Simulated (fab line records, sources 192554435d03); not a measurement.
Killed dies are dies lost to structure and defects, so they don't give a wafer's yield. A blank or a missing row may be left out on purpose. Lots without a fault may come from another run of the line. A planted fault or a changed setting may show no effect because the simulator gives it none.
fab line records | flow n5_finfet
record lots=7 wafers=39
route steps=1938 shown PAD_METAL@1896 PASSIVATION@1897
start_h: hours from the record's first day to the start of the lot's first wafer shown | wait_h: hours since the lot's step before | " the same as in the row above | L1.1+2: a row that stands for several wafers | - no value, or no start given | * or withheld: withheld | < > ~ a bound
route shown NAME@n: a module of which the file shows steps, and the number in the route of the first | usual: mean/standard deviation of fault-free wafers | same: alike in all rows | chamber/n: place in a boat | sites: the reading at each site | _std_site: their standard deviation | _edge_site: outer sites' mean less inner sites' | radius_mm: how far each site lies from the wafer's centre | mask NAME#n: copy n | behind: the tool/chamber that last shaped the wafer | hold: why the lot was held/for how many hours/how that ended | device: the transistor (n, p or np) that didn't switch | end of line: the same wafers' tests at the end of the route | a step without rows: its recipe alone | killed: dies lost to structure and defects at the first sort, not the wafer's yield | map: a wafer's dies, x killed, . not, _ none there
set.NAME: the setting as run; set.NAME@STEP: as run at that earlier step | model.NAME: the simulator's own value behind a step, which no gauge read
lots whose settings were changed on purpose; a table a step, a row a wafer
## steps
# step N5_PASSIVATION_AL_DEP_21
# recipe material=Al target_thk_a=28000 temp_c=400 time_s=170 power_w=30000 chamber_pressure_pa=0.4 gas=Ar
# columns lot.wafer tool chamber start_h wait_h set.time_s model.Al_of_PASSIVATION_AL_DEP_21.thk_nm
L074.1 pvd_sputter-03 - 304.34 0.1 243.9 4000
L074.2 " - " " 170 2763
L074.3 " - " " 243.9 3979
L074.4 " - " " 243.9 3996
L074.5 " - " " 170 2775
L074.6 " - " " 170 2796
L083.1 pvd_sputter-02 - 356.66 0.1 170 2793
L083.2 " - " " 135.3 2188
L083.3 " - " " 135.3 2204
L083.4 " - " " 170 2763
L083.5 " - " " 135.3 2196
L083.6 " - " " 170 2764
L086.1 pvd_sputter-01 - 376.05 0.1 263.6 4371
L086.2 " - " " 170 2863
L086.3 " - " " 170 2818
L086.4+5 " - " " 263.6 4374
L086.6 " - " " 170 2803
L091.3 pvd_sputter-03 - 402.42 0.1 170 2793
L091.4 " - " " 170 2796
L091.6 " - " " 170 2774
L089.1 pvd_sputter-03 - 403.62 0.1 170 2787
L089.2 " - " " 197.1 3206
L089.3 " - " " 197.1 3210
L089.4 " - " " 170 2760
L089.5 " - " " 170 2763
L089.6 " - " " 197.1 3199
L097.1 pvd_sputter-02 - 435.12 0.1 170 2771
L097.2 " - " " 170 2807
L097.3 " - " " 170 2772
L097.4 " - " " 170 2781
L097.5 " - " " 170 2782
L097.6 " - " " 170 2797
L096.1 pvd_sputter-03 - 446.47 0.1 170 2724
L096.2 " - " " 112.3 1821
L096.3 " - " " 170 2740
L096.4 " - " " 170 2774
L096.5 " - " " 112.3 1811
L096.6 " - " " 112.3 1799
# step N5_PASSIVATION_HMDS_23
# recipe time_s=60 temp_c=120
# step N5_PASSIVATION_COAT_24
# recipe spin_rpm=3000 resist_thk_nm=withheld
# step N5_PASSIVATION_SRD_72
# recipe dry=ipa_marangoni time_s=30 temp_c=23 rinse_liquid=diw
# step N5_PASSIVATION_ANNEAL_56
# recipe temp_c=400 time_s=1800 ambient=FGA idle_temp_c=300 ramp_up_c_per_min=5 ramp_down_c_per_min=3
# step N5_PASSIVATION_PROBE_49
# usual defect_limited_yield=91.2/1.4 killed_at_M0_to_M3=34/9.4 killed_at_M4_up=14/5.6 killed_at_contacts=13/7.8 killed_at_front_end=37/10 killed_at_other=4/3.3 killed_dies=103/17 killed_open=68/13 killed_short=33/8.2 sort_bin_4_leakage=0.00/0.0071 sort_bin_5_function=5.1/0.92 sort_bin_6_memory=3.3/0.71 sort_bin_8_speed=0.01/0.043 sort_n_pass=1077/17
# same gross_dies=1180 killed_at_back_side=0
# columns lot.wafer tool chamber start_h wait_h set.time_s@PASSIVATION_AL_DEP_21 defect_limited_yield[%] killed_at_M0_to_M3 killed_at_M4_up killed_at_contacts killed_at_front_end killed_at_other killed_dies killed_open killed_short sort_bin_4_leakage[%] sort_bin_5_function[%] sort_bin_6_memory[%] sort_bin_8_speed[%] sort_n_pass
L074.1 prober-02 - 310.47 0.0 243.9 0 43 12 29 55 1041 1180 95 43 0 94.7 4.8 0 0
L074.2 prober-02 - 310.52 0.1 170 86.4 36 61 31 28 4 160 71 30 0 9.4 3.1 0.59 1020
L074.3 prober-02 - 310.57 0.1 243.9 0 31 101 22 25 1001 1180 66 26 0 96.3 3.6 0 0
L074.4 prober-02 - 310.62 0.2 243.9 0 25 11 32 17 1095 1180 58 31 0 97.4 2.5 0 0
L074.5 prober-02 - 310.67 0.2 170 52.7 38 456 20 31 13 558 71 40 0 42.2 4.1 0.68 622
L074.6 prober-02 - 310.72 0.3 170 88.1 31 7 51 51 1 141 101 40 0 6.8 4.7 0 1039
L083.1 prober-01 - 362.77 0.0 170 93.5 37 9 8 21 2 77 57 20 0 4.2 2.4 0 1103
L083.2 prober-01 - 362.82 0.1 135.3 90.4 38 20 23 27 5 113 69 33 0 5.7 2.8 0.59 1067
L083.3 prober-01 - 362.87 0.1 135.3 90.6 30 14 19 40 8 111 68 41 0 5.0 3.9 0.08 1069
L083.4 prober-01 - 362.92 0.2 170 89.9 40 12 16 46 5 119 72 44 0 5.6 3.9 0 1061
L083.5 prober-01 - 362.97 0.2 135.3 91.8 29 7 21 30 10 97 66 30 0 4.9 3.0 0 1083
L083.6 prober-01 - 363.02 0.3 170 91.6 28 15 23 28 5 99 65 23 0.08 4.2 3.5 0.68 1080
L086.1 prober-01 - 381.59 0.0 263.6 0 14 9 20 24 1113 1180 45 22 0 97.2 2.5 0 0
L086.2 prober-01 - 381.64 0.1 170 90.8 35 10 21 40 2 108 74 34 0 5.8 3.0 0 1072
L086.3 prober-01 - 381.69 0.1 170 94.9 18 9 11 17 5 60 38 17 0 3.3 1.4 0 1120
L086.4 prober-01 - 381.74 0.2 263.6 0 33 10 23 19 1095 1180 61 24 0 96.4 3.4 0 0
L086.5 prober-01 - 381.79 0.2 263.6 0 26 6 11 30 1107 1180 47 33 0 96.4 3.4 0 0
L086.6 prober-01 - 381.84 0.3 170 90.4 32 7 33 34 7 113 76 34 0 5.6 3.5 0 1067
L091.3 prober-01 - 407.99 0.1 170 88.6 43 17 15 58 2 135 79 54 0 6.6 4.2 0 1045
L091.4 prober-01 - 408.04 0.2 170 89.7 35 22 19 37 8 121 86 34 0 5.6 4.3 0.08 1058
L091.6 prober-01 - 408.14 0.3 170 86.4 37 12 25 76 10 160 107 52 0 7.1 5.8 0 1020
L089.1 prober-01 - 409.87 0.0 170 16.3 28 906 7 45 2 988 70 19 0 77.3 3.0 3.14 192
L089.2 prober-01 - 409.92 0.1 197.1 22.8 34 675 9 46 147 911 70 28 0 17.0 3.3 56.10 269
L089.3 prober-01 - 409.97 0.1 197.1 44.4 32 18 9 53 544 656 71 47 0 51.8 3.5 0 524
L089.4 prober-01 - 410.02 0.2 170 33.3 25 697 9 55 1 787 63 34 0 4.9 3.1 58.05 393
L089.5 prober-01 - 410.07 0.2 170 93.1 29 9 5 38 1 82 53 23 0 4.0 2.5 0 1098
L089.6 prober-01 - 410.12 0.3 197.1 64.5 27 151 11 30 200 419 51 25 0 20.0 2.7 12.29 761
L097.1 prober-02 - 441.01 0.1 170 90.8 39 12 9 44 4 108 81 24 0 5.1 3.6 0 1072
L097.2 prober-02 - 441.06 0.2 170 76.0 37 192 8 45 1 283 75 33 0 4.9 4.1 14.75 897
L097.3 prober-02 - 441.11 0.2 170 81.4 21 159 5 31 3 219 47 22 0 3.2 2.7 12.54 961
L097.4 prober-02 - 441.16 0.3 170 91.3 43 18 7 33 2 103 68 33 0 4.6 3.7 0 1077
L097.5 prober-02 - 441.21 0.3 170 90.2 51 17 9 37 2 116 59 55 0 5.7 3.6 0 1064
L097.6 prober-02 - 441.26 0.4 170 75.8 43 211 11 17 4 286 67 26 0 4.1 3.6 16.27 894
L096.1 prober-02 - 452.51 0.0 170 24.5 27 825 3 32 4 891 41 32 0 3.6 2.2 0 289
L096.2 prober-02 - 452.56 0.1 112.3 91.2 41 14 9 35 5 104 56 42 0 5.2 2.8 0 1076
L096.3 prober-02 - 452.61 0.1 170 91.0 42 21 11 29 3 106 63 35 0 5.1 3.1 0 1074
L096.4 prober-02 - 452.66 0.2 170 45.6 38 558 11 35 0 642 82 27 0 5.2 4.1 0 538
L096.5 prober-02 - 452.71 0.2 112.3 91.4 25 13 8 52 4 102 71 25 0 4.2 3.7 0 1078
L096.6 prober-02 - 452.76 0.3 112.3 35.8 39 667 10 34 7 757 76 34 0 5.8 3.3 0 423
# killed by level:class
L074.1 PASSIVATION:area_etch=1041 MOL_CONTACT_COAG:geometric_particle:open=18 BEOL_M0_SAQP:geometric_particle:open=14 FIN_SAQP:geometric_particle:open=11 MOL_CONTACT_COAG:geometric_particle:short=11 STI_FIN_REVEAL:geometric_particle:open=10 DUMMY_GATE:geometric_particle:open=10 FIN_SAQP:geometric_particle:short=9
L074.2 BEOL_M10:area_etch=51 MOL_CONTACT_COAG:geometric_particle:open=25 BEOL_M3:geometric_particle:open=9 BEOL_M0_SAQP:geometric_particle:open=8 BEOL_M0_SAQP:geometric_particle:short=8 BEOL_M15:area_ecd=7 FIN_SAQP:geometric_particle:open=6 MOL_CONTACT_COAG:geometric_particle:short=6
L074.3 PASSIVATION:area_etch=1001 BEOL_M10:area_etch=87 MOL_CONTACT_COAG:geometric_particle:open=21 BEOL_M3:geometric_particle:open=9 FIN_SAQP:geometric_particle:short=7 BEOL_M0_SAQP:geometric_particle:open=6 BEOL_M4:geometric_particle:open=6 DUMMY_GATE:geometric_particle:open=4
L074.4 PASSIVATION:area_etch=1090 MOL_CONTACT_COAG:geometric_particle:open=25 MOL_CONTACT_COAG:geometric_particle:short=7 BEOL_M1:geometric_particle:open=7 BEOL_M0_SAQP:geometric_particle:short=5 BEOL_M1:geometric_particle:short=5 DUMMY_GATE:geometric_particle:open=3 BEOL_M0_SAQP:geometric_particle:open=3
L074.5 BEOL_M10:area_etch=439 MOL_CONTACT_COAG:geometric_particle:open=14 MIM_TOP:geometric_particle:short=8 BEOL_M0_SAQP:geometric_particle:open=8 BEOL_M3:geometric_particle:open=8 BEOL_M15:area_ecd=8 FIN_SAQP:geometric_particle:open=6 FIN_SAQP:geometric_particle:short=6
L074.6 MOL_CONTACT_COAG:geometric_particle:open=42 STI_FIN_REVEAL:geometric_particle:open=13 FIN_SAQP:geometric_particle:short=9 MOL_CONTACT_COAG:geometric_particle:short=9 FIN_SAQP:geometric_particle:open=7 BEOL_M0_SAQP:geometric_particle:short=7 BEOL_M2:geometric_particle:open=7 DUMMY_GATE:geometric_particle:open=5
L083.1 BEOL_M0:geometric_particle:open=8 BEOL_M1:geometric_particle:open=8 BEOL_M2:geometric_particle:open=7 FIN_SAQP:geometric_particle:open=6 MOL_CONTACT_COAG:geometric_particle:open=6 FIN_SAQP:geometric_particle:short=5 BEOL_M0_SAQP:geometric_particle:open=5 BEOL_M6:geometric_particle:open=4
L083.2 MOL_CONTACT_COAG:geometric_particle:open=15 BEOL_M2:geometric_particle:open=11 MOL_CONTACT_COAG:geometric_particle:short=8 BEOL_M0_SAQP:geometric_particle:open=8 BEOL_M0_SAQP:geometric_particle:short=8 BEOL_M5:area_ecd=7 FIN_SAQP:geometric_particle:short=6 BEOL_M0:geometric_particle:open=6
L083.3 MOL_CONTACT_COAG:geometric_particle:open=13 FIN_SAQP:geometric_particle:short=11 BEOL_M2:geometric_particle:open=9 BEOL_M1:geometric_particle:open=7 BEOL_M4:geometric_particle:open=7 STI_FIN_REVEAL:geometric_particle:open=6 MOL_CONTACT_COAG:geometric_particle:short=6 STI_FIN_REVEAL:geometric_particle:short=5
L083.4 MOL_CONTACT_COAG:geometric_particle:open=13 STI_FIN_REVEAL:geometric_particle:open=9 BEOL_M0_SAQP:geometric_particle:short=9 BEOL_M0_SAQP:geometric_particle:open=7 GATE_CUT:geometric_particle:short=7 FIN_SAQP:geometric_particle:short=6 DUMMY_GATE:geometric_particle:open=6 FIN_SAQP:geometric_particle:open=5
L083.5 MOL_CONTACT_COAG:geometric_particle:open=17 FIN_SAQP:geometric_particle:short=9 BEOL_M2:geometric_particle:open=8 FIN_SAQP:geometric_particle:open=7 BEOL_M0:geometric_particle:open=5 MOL_CONTACT_COAG:geometric_particle:short=4 BEOL_M3:geometric_particle:open=4 MIM_TOP:geometric_particle:open=4
L083.6 MOL_CONTACT_COAG:geometric_particle:open=18 BEOL_M5:area_ecd=8 BEOL_M3:geometric_particle:open=7 BEOL_M2:geometric_particle:open=6 MOL_CONTACT_COAG:geometric_particle:short=5 BEOL_M0:geometric_particle:open=4 STI_FIN_REVEAL:geometric_particle:open=4 DUMMY_GATE:geometric_particle:open=4
L086.1 PASSIVATION:area_etch=1111 MOL_CONTACT_COAG:geometric_particle:open=16 BEOL_M3:geometric_particle:open=6 BEOL_M4:geometric_particle:open=5 MOL_CONTACT_COAG:geometric_particle:short=4 DUMMY_GATE:geometric_particle:open=3 ILD0:geometric_particle:short=3 GATE_CUT:geometric_particle:short=3
L086.2 MOL_CONTACT_COAG:geometric_particle:open=17 STI_FIN_REVEAL:geometric_particle:open=11 BEOL_M1:geometric_particle:open=9 BEOL_M3:geometric_particle:open=8 BEOL_M0_SAQP:geometric_particle:short=5 FIN_SAQP:geometric_particle:open=4 FIN_SAQP:geometric_particle:short=4 MOL_CONTACT_COAG:geometric_particle:short=4
L086.3 MOL_CONTACT_COAG:geometric_particle:open=9 BEOL_M3:geometric_particle:open=7 FIN_SAQP:geometric_particle:open=3 BEOL_M0_SAQP:geometric_particle:short=3 HKMG_FIN:area_etch=3 FIN_SAQP:geometric_particle:short=2 STI_FIN_REVEAL:geometric_particle:open=2 DUMMY_GATE:geometric_particle:open=2
L086.4 PASSIVATION:area_etch=1095 MOL_CONTACT_COAG:geometric_particle:open=20 BEOL_M2:geometric_particle:open=8 BEOL_M0_SAQP:geometric_particle:short=7 BEOL_M0_SAQP:geometric_particle:open=5 BEOL_M3:geometric_particle:open=5 BEOL_M1:geometric_particle:open=4 BEOL_M4:geometric_particle:open=4
L086.5 PASSIVATION:area_etch=1099 MOL_CONTACT_COAG:geometric_particle:open=9 FIN_SAQP:geometric_particle:short=7 FIN_SAQP:geometric_particle:open=7 BEOL_M0_SAQP:geometric_particle:short=7 BEOL_M0_SAQP:geometric_particle:open=5 ILD0:geometric_particle:open=4 MIM_TOP_ETCH:geometric_particle:short=4
L086.6 MOL_CONTACT_COAG:geometric_particle:open=25 FIN_SAQP:geometric_particle:short=10 MOL_CONTACT_COAG:geometric_particle:short=8 BEOL_M0_SAQP:geometric_particle:open=8 BEOL_M3:geometric_particle:open=7 FIN_SAQP:geometric_particle:open=6 STI_FIN_REVEAL:geometric_particle:open=6 BEOL_M1:geometric_particle:open=6
L091.3 FIN_SAQP:geometric_particle:short=20 BEOL_M0_SAQP:geometric_particle:short=14 FIN_SAQP:geometric_particle:open=11 MOL_CONTACT_COAG:geometric_particle:open=11 STI_FIN_REVEAL:geometric_particle:open=9 BEOL_M0_SAQP:geometric_particle:open=9 BEOL_M4:geometric_particle:open=8 BEOL_M3:geometric_particle:open=6
L091.4 MOL_CONTACT_COAG:geometric_particle:open=16 FIN_SAQP:geometric_particle:open=11 BEOL_M0_SAQP:geometric_particle:open=7 BEOL_M2:geometric_particle:open=7 BEOL_M0_SAQP:geometric_particle:short=6 BEOL_M4:geometric_particle:open=6 FIN_SAQP:geometric_particle:short=5 BEOL_M7:geometric_particle:open=5
L091.6 MOL_CONTACT_COAG:geometric_particle:open=19 FIN_SAQP:geometric_particle:open=18 STI_FIN_REVEAL:geometric_particle:open=16 FIN_SAQP:geometric_particle:short=15 BEOL_M0_SAQP:geometric_particle:open=10 BEOL_M0_SAQP:geometric_particle:short=10 DUMMY_GATE:geometric_particle:open=7 BEOL_M2:geometric_particle:open=7
L089.1 BEOL_M5:area_ecd=862 BEOL_M15:area_ecd=37 STI_FIN_REVEAL:geometric_particle:open=18 BEOL_M1:geometric_particle:open=10 FIN_SAQP:geometric_particle:open=9 GATE_CUT:geometric_particle:open=6 MOL_CONTACT_COAG:geometric_particle:open=6 BEOL_M0_SAQP:geometric_particle:short=5
L089.2 BEOL_M5:area_ecd=662 PASSIVATION:area_etch=146 STI_FIN_REVEAL:geometric_particle:open=15 BEOL_M2:geometric_particle:open=10 MOL_CONTACT_COAG:geometric_particle:open=8 FIN_SAQP:geometric_particle:open=6 BEOL_M4:geometric_particle:open=6 BEOL_M0_SAQP:geometric_particle:open=5
L089.3 PASSIVATION:area_etch=538 FIN_SAQP:geometric_particle:open=13 STI_FIN_REVEAL:geometric_particle:open=10 BEOL_M0_SAQP:geometric_particle:short=10 FIN_SAQP:geometric_particle:short=6 GATE_CUT:geometric_particle:short=6 MOL_CONTACT_COAG:geometric_particle:short=5 BEOL_M1:geometric_particle:open=5
L089.4 BEOL_M5:area_ecd=635 BEOL_M15:area_ecd=50 FIN_SAQP:geometric_particle:open=12 FIN_SAQP:geometric_particle:short=11 STI_FIN_REVEAL:geometric_particle:open=11 BEOL_M0_SAQP:geometric_particle:open=9 MOL_CONTACT_COAG:geometric_particle:open=8 BEOL_M0_SAQP:geometric_particle:short=5
L089.5 STI_FIN_REVEAL:geometric_particle:open=9 BEOL_M0_SAQP:geometric_particle:open=8 BEOL_M1:geometric_particle:open=6 FIN_SAQP:geometric_particle:short=5 MOL_CONTACT_COAG:geometric_particle:open=5 BEOL_M1:geometric_particle:short=5 STARTING-WAFER:geometric_particle:short=5 HKMG_FIN:area_etch=5
L089.6 PASSIVATION:area_etch=198 BEOL_M15:area_ecd=145 STI_FIN_REVEAL:geometric_particle:open=12 BEOL_M2:geometric_particle:open=10 MOL_CONTACT_COAG:geometric_particle:open=8 BEOL_M0_SAQP:geometric_particle:open=6 BEOL_M1:geometric_particle:open=5 BEOL_M0_SAQP:geometric_particle:short=4
L097.1 STI_FIN_REVEAL:geometric_particle:open=13 BEOL_M2:geometric_particle:open=11 FIN_SAQP:geometric_particle:open=8 MOL_CONTACT_COAG:geometric_particle:open=7 BEOL_M1:geometric_particle:open=7 BEOL_M0_SAQP:geometric_particle:open=6 FIN_SAQP:geometric_particle:short=5 DUMMY_GATE:geometric_particle:open=5
L097.2 BEOL_M15:area_ecd=174 STI_FIN_REVEAL:geometric_particle:open=19 BEOL_M4:geometric_particle:open=10 FIN_SAQP:geometric_particle:open=6 FIN_SAQP:geometric_particle:short=6 MOL_CONTACT_COAG:geometric_particle:open=6 BEOL_M3:geometric_particle:open=6 BEOL_M1:geometric_particle:short=5
L097.3 BEOL_M15:area_ecd=148 FIN_SAQP:geometric_particle:short=8 STI_FIN_REVEAL:geometric_particle:open=8 DUMMY_GATE:geometric_particle:open=7 BEOL_M4:geometric_particle:open=6 BEOL_M2:geometric_particle:open=5 MOL_CONTACT_COAG:geometric_particle:open=4 BEOL_M1:geometric_particle:short=4
L097.4 BEOL_M4:geometric_particle:open=13 BEOL_M3:geometric_particle:open=12 BEOL_M2:geometric_particle:open=10 FIN_SAQP:geometric_particle:short=7 BEOL_M1:geometric_particle:short=6 BEOL_M1:geometric_particle:open=6 STARTING-WAFER:geometric_particle:open=5 DUMMY_GATE:geometric_particle:open=4
L097.5 BEOL_M0_SAQP:geometric_particle:short=15 BEOL_M0_SAQP:geometric_particle:open=10 DUMMY_GATE:geometric_particle:open=10 BEOL_M4:geometric_particle:open=9 FIN_SAQP:geometric_particle:short=7 DUMMY_GATE:geometric_particle:short=7 MOL_CONTACT_COAG:geometric_particle:open=7 FIN_SAQP:geometric_particle:open=5
L097.6 BEOL_M15:area_ecd=192 BEOL_M4:geometric_particle:open=14 BEOL_M1:geometric_particle:open=12 MOL_CONTACT_COAG:geometric_particle:open=7 BEOL_M0_SAQP:geometric_particle:short=7 BEOL_M0_SAQP:geometric_particle:open=7 BEOL_M1:geometric_particle:short=6 BEOL_M2:geometric_particle:open=5
L096.1 BEOL_M5:area_etch=818 STI_FIN_REVEAL:geometric_particle:open=7 BEOL_M2:geometric_particle:open=7 FIN_SAQP:geometric_particle:short=6 BEOL_M0_SAQP:geometric_particle:short=5 FIN_SAQP:geometric_particle:open=4 BEOL_M0_SAQP:geometric_particle:open=4 BEOL_M2:geometric_particle:short=4
L096.2 BEOL_M2:geometric_particle:open=15 BEOL_M0_SAQP:geometric_particle:short=10 BEOL_M4:geometric_particle:open=9 MOL_CONTACT_COAG:geometric_particle:open=8 FIN_SAQP:geometric_particle:short=7 BEOL_M2:geometric_particle:short=7 STI_FIN_REVEAL:geometric_particle:open=5 HKMG_FIN:area_etch=5
L096.3 BEOL_M2:geometric_particle:open=11 MOL_CONTACT_COAG:geometric_particle:open=9 BEOL_M0_SAQP:geometric_particle:short=9 FIN_SAQP:geometric_particle:short=8 BEOL_M4:geometric_particle:open=8 BEOL_M0_SAQP:geometric_particle:open=6 BEOL_M3:geometric_particle:open=6 HKMG_FIN:area_etch=6
L096.4 BEOL_M5:area_etch=530 BEOL_M2:geometric_particle:open=13 BEOL_M4:geometric_particle:open=12 STI_FIN_REVEAL:geometric_particle:open=11 MOL_CONTACT_COAG:geometric_particle:open=8 BEOL_M6:geometric_particle:open=8 BEOL_M1:geometric_particle:open=6 BEOL_M0_SAQP:geometric_particle:open=6
L096.5 STI_FIN_REVEAL:geometric_particle:open=17 BEOL_M2:geometric_particle:open=13 GATE_CUT:geometric_particle:short=9 MOL_CONTACT_COAG:geometric_particle:open=7 FIN_SAQP:geometric_particle:short=6 HKMG_FIN:area_etch=6 FIN_SAQP:geometric_particle:open=4 BEOL_M3:geometric_particle:open=4
L096.6 BEOL_M5:area_etch=647 BEOL_M2:geometric_particle:open=12 BEOL_M4:geometric_particle:open=11 MOL_CONTACT_COAG:geometric_particle:open=9 STI_FIN_REVEAL:geometric_particle:open=8 BEOL_M2:geometric_particle:short=8 BEOL_M3:geometric_particle:open=8 DUMMY_GATE:geometric_particle:open=5
## key
split step=N5_PASSIVATION_AL_DEP_21 setting=time_s stated=170 by=wafer
response step=N5_PASSIVATION_AL_DEP_21 reading=model.Al_of_PASSIVATION_AL_DEP_21.thk_nm change=+27.9 per=1% r=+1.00
response step=N5_PASSIVATION_PROBE_49 reading=killed_at_other shape=bent at_lowest=5 at_stated=4 at_highest=1105
